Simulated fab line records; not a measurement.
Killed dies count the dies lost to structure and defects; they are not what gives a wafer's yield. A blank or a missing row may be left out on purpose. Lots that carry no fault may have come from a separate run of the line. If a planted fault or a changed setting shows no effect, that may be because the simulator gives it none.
Chamber matching :: flow n5 finfet :: 4 sister chambers for N5_BEOL_M1_STRIP_66 on rie diel-03
The step strips in CF4. 16 wafers are shown with their chamber, then 8 later ones without.

== WAFERS WITH THEIR CHAMBER ==
wafer: L076.2
chamber: 0
throttle valve pct (%): 13.3
showerhead plenum p Torr (Torr): 1.80
drypump motor current A (A): 4.9

wafer: L076.5
chamber: 1
throttle valve pct (%): 14.0
showerhead plenum p Torr (Torr): 1.87
drypump motor current A (A): 6.0

wafer: L076.6
chamber: 0
throttle valve pct (%): 13.3
showerhead plenum p Torr (Torr): 1.80
drypump motor current A (A): 4.9

wafer: L079.3
chamber: 1
throttle valve pct (%): 14.0
showerhead plenum p Torr (Torr): 1.87
drypump motor current A (A): 6.1

wafer: L079.4
chamber: 3
throttle valve pct (%): 13.2
showerhead plenum p Torr (Torr): 1.82
drypump motor current A (A): 6.7

wafer: L079.6
chamber: 0
throttle valve pct (%): 13.3
showerhead plenum p Torr (Torr): 1.80
drypump motor current A (A): 4.9

wafer: L081.2
chamber: 0
throttle valve pct (%): 13.3
showerhead plenum p Torr (Torr): 1.80
drypump motor current A (A): 4.9

wafer: L081.4
chamber: 2
throttle valve pct (%): 13.5
showerhead plenum p Torr (Torr): 1.80
drypump motor current A (A): 5.8

wafer: L081.5
chamber: 0
throttle valve pct (%): 13.3
showerhead plenum p Torr (Torr): 1.80
drypump motor current A (A): 4.9

wafer: L082.1
chamber: 1
throttle valve pct (%): 14.0
showerhead plenum p Torr (Torr): 1.87
drypump motor current A (A): 6.0

wafer: L082.2
chamber: 3
throttle valve pct (%): 13.2
showerhead plenum p Torr (Torr): 1.82
drypump motor current A (A): 6.6

wafer: L082.5
chamber: 0
throttle valve pct (%): 13.3
showerhead plenum p Torr (Torr): 1.80
drypump motor current A (A): 4.9

wafer: L083.3
chamber: 0
throttle valve pct (%): 13.3
showerhead plenum p Torr (Torr): 1.80
drypump motor current A (A): 4.9

wafer: L083.5
chamber: 1
throttle valve pct (%): 14.0
showerhead plenum p Torr (Torr): 1.87
drypump motor current A (A): 6.0

wafer: L083.6
chamber: 0
throttle valve pct (%): 13.3
showerhead plenum p Torr (Torr): 1.80
drypump motor current A (A): 4.9

wafer: L089.1
chamber: 0
throttle valve pct (%): 13.4
showerhead plenum p Torr (Torr): 1.79
drypump motor current A (A): 4.9

SIGNATURES, as means of the wafers listed above
reading: throttle valve pct
chamber 0: 13.311
chamber 1: 14.000
chamber 2: 13.500
chamber 3: 13.200
scatter within a chamber: 0.0272

reading: showerhead plenum p Torr
chamber 0: 1.7989
chamber 1: 1.8700
chamber 2: 1.8000
chamber 3: 1.8200
scatter within a chamber: 0.00272

reading: drypump motor current A
chamber 0: 4.900
chamber 1: 6.025
chamber 2: 5.800
chamber 3: 6.650
scatter within a chamber: 0.0323
Rule: distance of a wafer from a chamber = root of the sum over the readings of ((wafer's reading minus chamber's mean) / reading's scatter) squared. The wafer belongs to the nearest chamber; if the next one is less than 2 further off, it can't be placed. The scatter: the root of (the sum of the squares of (reading less its chamber's mean) over the shown wafers, divided by (wafers less chambers)).

== WAFERS MISSING THEIR CHAMBER ==
wafer: L089.2
throttle valve pct (%): 14.1
showerhead plenum p Torr (Torr): 1.86
drypump motor current A (A): 6.0

wafer: L089.3
throttle valve pct (%): 13.2
showerhead plenum p Torr (Torr): 1.82
drypump motor current A (A): 6.7

wafer: L090.3
throttle valve pct (%): 13.2
showerhead plenum p Torr (Torr): 1.82
drypump motor current A (A): 6.6

wafer: L090.4
throttle valve pct (%): 13.5
showerhead plenum p Torr (Torr): 1.79
drypump motor current A (A): 5.8

wafer: L090.6
throttle valve pct (%): 14.1
showerhead plenum p Torr (Torr): 1.86
drypump motor current A (A): 6.1

wafer: L093.1
throttle valve pct (%): 13.2
showerhead plenum p Torr (Torr): 1.81
drypump motor current A (A): 6.6

wafer: L093.5
throttle valve pct (%): 14.1
showerhead plenum p Torr (Torr): 1.86
drypump motor current A (A): 6.0

wafer: L093.6
throttle valve pct (%): 13.4
showerhead plenum p Torr (Torr): 1.79
drypump motor current A (A): 4.9

== THE CHAMBER EACH PASSED THROUGH ==
wafer: L089.2
from the rows above: 1
in truth: 1

wafer: L089.3
from the rows above: 3
in truth: 3

wafer: L090.3
from the rows above: 3
in truth: 3

wafer: L090.4
from the rows above: 2
in truth: 2

wafer: L090.6
from the rows above: 1
in truth: 1

wafer: L093.1
from the rows above: 3
in truth: 3

wafer: L093.5
from the rows above: 1
in truth: 1

wafer: L093.6
from the rows above: 0
in truth: 0
Correctly placed: 8 of 8. Not placeable from these rows: 0. Number placed wrongly: 0.
